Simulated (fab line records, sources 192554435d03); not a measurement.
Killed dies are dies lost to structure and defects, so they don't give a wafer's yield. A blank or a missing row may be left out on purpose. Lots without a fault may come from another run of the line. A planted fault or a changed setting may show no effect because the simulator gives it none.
Problem report in the 8D (eight disciplines) form, filled by code | flow n5_finfet | the parts of the form that need people (team, actions taken, sign-off) are left out

1. THE PROBLEM
oes_product_au at N5_FIN_SAQP_MANDREL_ETCH_22 reads a mean of 0.470 a.u. on 2 wafers of 2 lots; wafers without a fault read 0.771 a.u. with a standard deviation of 0.013. That is -23 standard deviations from the usual mean.
The step: etches a-Si in HBr/Cl2, stops on SiNx, target depth 60 nm, bt time 10 s, time 30 s.
First seen on wafer L405.2, day 5 04:00, on rie_si-03. The record holds 19 wafers of 7 lots with a number at this step. Rule for "out", or "out of limits": more than 4 standard deviations from the usual mean. The other wafers with a number count as sound.

2. WHAT IT IS AND WHAT IT IS NOT
question                    | is               | is not
which readings at this step | oes_product_au   | HBr_flow_sccm, bias_w, drypump_motor_current_A
which lots                  | L405, L408       | L397, L402, L403, L407, L414
which wafers of those lots  | L405.2, L408.2   | L405.5, L408.4
read on which tools         | rie_si-03        | -
when                        | from day 5 04:00 | up to then (10 sound wafers); but 7 sound wafers of L407, L408, L414 came after

3. SUSPECTS, AND WHAT RULES EACH OUT
Counting: a tool at a process step up to the reading stays a suspect if it ran every lot that is out. Sound lots after the first of them don't rule it out here, since some wafers of a struck lot are sound.
- rie_diel-04 at N5_FIN_SAQP_ETCH_52 (etches SOC in N2/H2, target depth 100 nm, overetch 20 nm, time 150 s): kept. It ran every lot that is out, first L405 (day 5 03:48); its last sound lot up to then is L403 (day 4 16:27).
- rie_si-03 at N5_FIN_SAQP_MANDREL_ETCH_22 (etches a-Si in HBr/Cl2, stops on SiNx, target depth 60 nm, bt time 10 s, time 30 s): kept. It ran every lot that is out, first L405 (day 5 04:00); its last sound lot up to then is L403 (day 4 16:38). Its own readings are out on those wafers: oes_product_au.
Left after counting: rie_diel-04 at N5_FIN_SAQP_ETCH_52, rie_si-03 at N5_FIN_SAQP_MANDREL_ETCH_22.

4. THE CAUSE (what the simulator had put in)
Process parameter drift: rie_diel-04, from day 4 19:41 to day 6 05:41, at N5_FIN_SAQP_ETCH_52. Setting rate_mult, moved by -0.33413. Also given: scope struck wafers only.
Counting left 2 suspects, and this tool is among them.

5. THE CHAIN OF EFFECTS, in route order
Each row: a reading whose mean over the struck wafers that have a number lies more than 3 standard deviations from the usual. Only readings for which the record gives a usual standard deviation are gone through. hours: the time from each lot's start at the first step in this table that gives one to its start at this step, as a median over the lots. sigmas: the change in usual standard deviations.
hours | step                            | reading              | usual      | on struck wafers | change | sigmas
0     | N5_FIN_SAQP_MANDREL_ETCH_22     | oes_product_au       | 0.771 a.u. | 0.470            | -0.301 | -23
2     | N5_FIN_SAQP_SPACER1_ETCHBACK_25 | oes_product_au       | 0.76 a.u.  | 0.34             | -0.42  | -4.8
256   | N5_PASSIVATION_PROBE_49         | defect_limited_yield | 91.4 %     | 16.7             | -74.7  | -50
256   | N5_PASSIVATION_PROBE_49         | killed_at_front_end  | 37         | 916              | +879   | +80
256   | N5_PASSIVATION_PROBE_49         | killed_dies          | 102        | 983              | +881   | +49
256   | N5_PASSIVATION_PROBE_49         | killed_on_rim        | 13         | 148              | +135   | +36
256   | N5_PASSIVATION_PROBE_49         | sort_bin_5_function  | 5.1 %      | 79.6             | +74.5  | +68
256   | N5_PASSIVATION_PROBE_49         | sort_n_pass          | 1078       | 197              | -881   | -49
256   | N5_PASSIVATION_PROBE_49         | sort_yield_pct       | 91.4 %     | 16.7             | -74.7  | -50
The process steps in it:
- N5_FIN_SAQP_MANDREL_ETCH_22: etches a-Si in HBr/Cl2, stops on SiNx, target depth 60 nm, bt time 10 s, time 30 s.
- N5_FIN_SAQP_SPACER1_ETCHBACK_25: etches SiO2 in CHF3/O2, target depth 24.4 nm, time 12.2 s.
- N5_PASSIVATION_PROBE_49
Readings that are blank on the struck wafers while sound wafers have them: cd_nm at N5_FIN_SAQP_CD_MEAS_27.

6. WHAT WOULD HAVE CAUGHT IT SOONER
In this record the first reading out of limits was taken at day 5 04:00, 8 hours after the fault began at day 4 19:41.
Of the tool readings at N5_FIN_SAQP_ETCH_52 for which the record gives a usual standard deviation, none was out on any struck wafer, so an alarm limit of 4 standard deviations on them would not have fired.
Of the lots that are out (2), L408 began N5_FIN_SAQP_ETCH_52 on rie_diel-04 after day 5 04:00. A hold on the tool at that time would have spared it.
